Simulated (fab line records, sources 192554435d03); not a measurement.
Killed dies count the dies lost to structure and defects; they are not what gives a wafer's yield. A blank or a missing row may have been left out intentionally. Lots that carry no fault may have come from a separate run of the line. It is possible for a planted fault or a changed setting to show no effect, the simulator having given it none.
Matching of chambers || flow n5 finfet || rie diel-04 running N5_SD_EPI_P_ETCH_36: 4 sister chambers
The step etches SiARC in CF4, target depth 45.5 nm, time 75.8 s. 24 wafers are shown with their chamber, then 12 later ones without.

== WAFERS, EACH WITH ITS CHAMBER ==
{"wafer": "L077.1", "chamber": 2, "throttle valve pct (%)": 16.08, "showerhead plenum p Torr (Torr)": 2.21, "drypump motor current A (A)": 5.0}
{"wafer": "L077.2", "chamber": 3, "throttle valve pct (%)": 15.89, "showerhead plenum p Torr (Torr)": 2.12, "drypump motor current A (A)": 5.4}
{"wafer": "L077.4", "chamber": 0, "throttle valve pct (%)": 15.47, "showerhead plenum p Torr (Torr)": 2.24, "drypump motor current A (A)": 5.5}
{"wafer": "L079.1", "chamber": 3, "throttle valve pct (%)": 15.91, "showerhead plenum p Torr (Torr)": 2.12, "drypump motor current A (A)": 5.4}
{"wafer": "L079.4", "chamber": 1, "throttle valve pct (%)": 15.66, "showerhead plenum p Torr (Torr)": 2.25, "drypump motor current A (A)": 5.0}
{"wafer": "L079.6", "chamber": 1, "throttle valve pct (%)": 15.65, "showerhead plenum p Torr (Torr)": 2.25, "drypump motor current A (A)": 5.0}
{"wafer": "L080.2", "chamber": 2, "throttle valve pct (%)": 16.10, "showerhead plenum p Torr (Torr)": 2.20, "drypump motor current A (A)": 5.0}
{"wafer": "L080.3", "chamber": 1, "throttle valve pct (%)": 15.66, "showerhead plenum p Torr (Torr)": 2.25, "drypump motor current A (A)": 5.0}
{"wafer": "L080.4", "chamber": 0, "throttle valve pct (%)": 15.49, "showerhead plenum p Torr (Torr)": 2.24, "drypump motor current A (A)": 5.4}
{"wafer": "L081.3", "chamber": 2, "throttle valve pct (%)": 16.11, "showerhead plenum p Torr (Torr)": 2.20, "drypump motor current A (A)": 5.0}
{"wafer": "L081.4", "chamber": 1, "throttle valve pct (%)": 15.66, "showerhead plenum p Torr (Torr)": 2.25, "drypump motor current A (A)": 5.0}
{"wafer": "L081.6", "chamber": 2, "throttle valve pct (%)": 16.11, "showerhead plenum p Torr (Torr)": 2.20, "drypump motor current A (A)": 5.0}
{"wafer": "L084.1", "chamber": 3, "throttle valve pct (%)": 15.90, "showerhead plenum p Torr (Torr)": 2.11, "drypump motor current A (A)": 5.4}
{"wafer": "L084.3", "chamber": 0, "throttle valve pct (%)": 15.49, "showerhead plenum p Torr (Torr)": 2.24, "drypump motor current A (A)": 5.5}
{"wafer": "L084.5", "chamber": 0, "throttle valve pct (%)": 15.50, "showerhead plenum p Torr (Torr)": 2.24, "drypump motor current A (A)": 5.5}
{"wafer": "L085.2", "chamber": 2, "throttle valve pct (%)": 16.12, "showerhead plenum p Torr (Torr)": 2.20, "drypump motor current A (A)": 5.0}
{"wafer": "L085.4", "chamber": 3, "throttle valve pct (%)": 15.92, "showerhead plenum p Torr (Torr)": 2.11, "drypump motor current A (A)": 5.4}
{"wafer": "L085.6", "chamber": 0, "throttle valve pct (%)": 15.50, "showerhead plenum p Torr (Torr)": 2.24, "drypump motor current A (A)": 5.4}
{"wafer": "L088.1", "chamber": 3, "throttle valve pct (%)": 15.93, "showerhead plenum p Torr (Torr)": 2.11, "drypump motor current A (A)": 5.3}
{"wafer": "L088.4", "chamber": 1, "throttle valve pct (%)": 15.69, "showerhead plenum p Torr (Torr)": 2.24, "drypump motor current A (A)": 5.0}
{"wafer": "L088.5", "chamber": 0, "throttle valve pct (%)": 15.50, "showerhead plenum p Torr (Torr)": 2.23, "drypump motor current A (A)": 5.5}
{"wafer": "L089.1", "chamber": 1, "throttle valve pct (%)": 15.70, "showerhead plenum p Torr (Torr)": 2.24, "drypump motor current A (A)": 5.0}
{"wafer": "L089.4", "chamber": 1, "throttle valve pct (%)": 15.67, "showerhead plenum p Torr (Torr)": 2.24, "drypump motor current A (A)": 5.0}
{"wafer": "L089.6", "chamber": 3, "throttle valve pct (%)": 15.93, "showerhead plenum p Torr (Torr)": 2.11, "drypump motor current A (A)": 5.3}

SIGNATURES (averages over the wafers above)
{"reading": "throttle valve pct", "chamber 0": 15.4917, "chamber 1": 15.6700, "chamber 2": 16.1040, "chamber 3": 15.9133, "scatter within a chamber": 0.0157}
{"reading": "showerhead plenum p Torr", "chamber 0": 2.2383, "chamber 1": 2.2457, "chamber 2": 2.2020, "chamber 3": 2.1133, "scatter within a chamber": 0.00484}
{"reading": "drypump motor current A", "chamber 0": 5.467, "chamber 1": 5.000, "chamber 2": 5.000, "chamber 3": 5.367, "scatter within a chamber": 0.0365}
Rule: a wafer's distance from a chamber is the root of the sum, over the readings, of the square of ((its reading less the chamber's mean) divided by the reading's scatter). If the next closest chamber is less than 2 further off than the closest, the wafer can't be placed; otherwise it belongs to the closest. The scatter: the root of (the sum of the squares of (reading less its chamber's mean) over the shown wafers, divided by (wafers less chambers)).

== WAFERS MISSING THEIR CHAMBER ==
{"wafer": "L090.1", "throttle valve pct (%)": 15.93, "showerhead plenum p Torr (Torr)": 2.11, "drypump motor current A (A)": 5.4}
{"wafer": "L090.5", "throttle valve pct (%)": 15.70, "showerhead plenum p Torr (Torr)": 2.24, "drypump motor current A (A)": 5.0}
{"wafer": "L090.6", "throttle valve pct (%)": 15.53, "showerhead plenum p Torr (Torr)": 2.23, "drypump motor current A (A)": 5.4}
{"wafer": "L091.1", "throttle valve pct (%)": 15.64, "showerhead plenum p Torr (Torr)": 2.20, "drypump motor current A (A)": 4.9}
{"wafer": "L091.2", "throttle valve pct (%)": 15.52, "showerhead plenum p Torr (Torr)": 2.23, "drypump motor current A (A)": 5.5}
{"wafer": "L091.4", "throttle valve pct (%)": 15.92, "showerhead plenum p Torr (Torr)": 2.11, "drypump motor current A (A)": 5.3}
{"wafer": "L094.4", "throttle valve pct (%)": 15.96, "showerhead plenum p Torr (Torr)": 2.11, "drypump motor current A (A)": 5.4}
{"wafer": "L094.5", "throttle valve pct (%)": 15.72, "showerhead plenum p Torr (Torr)": 2.24, "drypump motor current A (A)": 5.0}
{"wafer": "L094.6", "throttle valve pct (%)": 15.54, "showerhead plenum p Torr (Torr)": 2.23, "drypump motor current A (A)": 5.4}
{"wafer": "L097.1", "throttle valve pct (%)": 15.67, "showerhead plenum p Torr (Torr)": 2.20, "drypump motor current A (A)": 5.0}
{"wafer": "L097.3", "throttle valve pct (%)": 15.95, "showerhead plenum p Torr (Torr)": 2.11, "drypump motor current A (A)": 5.3}
{"wafer": "L097.6", "throttle valve pct (%)": 15.96, "showerhead plenum p Torr (Torr)": 2.11, "drypump motor current A (A)": 5.4}

== WHICH CHAMBER EACH WENT THROUGH ==
{"wafer": "L090.1", "from the rows above": 3, "in truth": 3}
{"wafer": "L090.5", "from the rows above": 1, "in truth": 1}
{"wafer": "L090.6", "from the rows above": 0, "in truth": 0}
{"wafer": "L091.1", "from the rows above": 1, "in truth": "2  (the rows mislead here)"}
{"wafer": "L091.2", "from the rows above": 0, "in truth": 0}
{"wafer": "L091.4", "from the rows above": 3, "in truth": 3}
{"wafer": "L094.4", "from the rows above": 3, "in truth": 3}
{"wafer": "L094.5", "from the rows above": 1, "in truth": 1}
{"wafer": "L094.6", "from the rows above": 0, "in truth": 0}
{"wafer": "L097.1", "from the rows above": 1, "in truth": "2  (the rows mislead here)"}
{"wafer": "L097.3", "from the rows above": 3, "in truth": 3}
{"wafer": "L097.6", "from the rows above": 3, "in truth": 3}
Correct placement for 10 of the 12. Number that these rows cannot place: 0. Wrongly placed: 2.
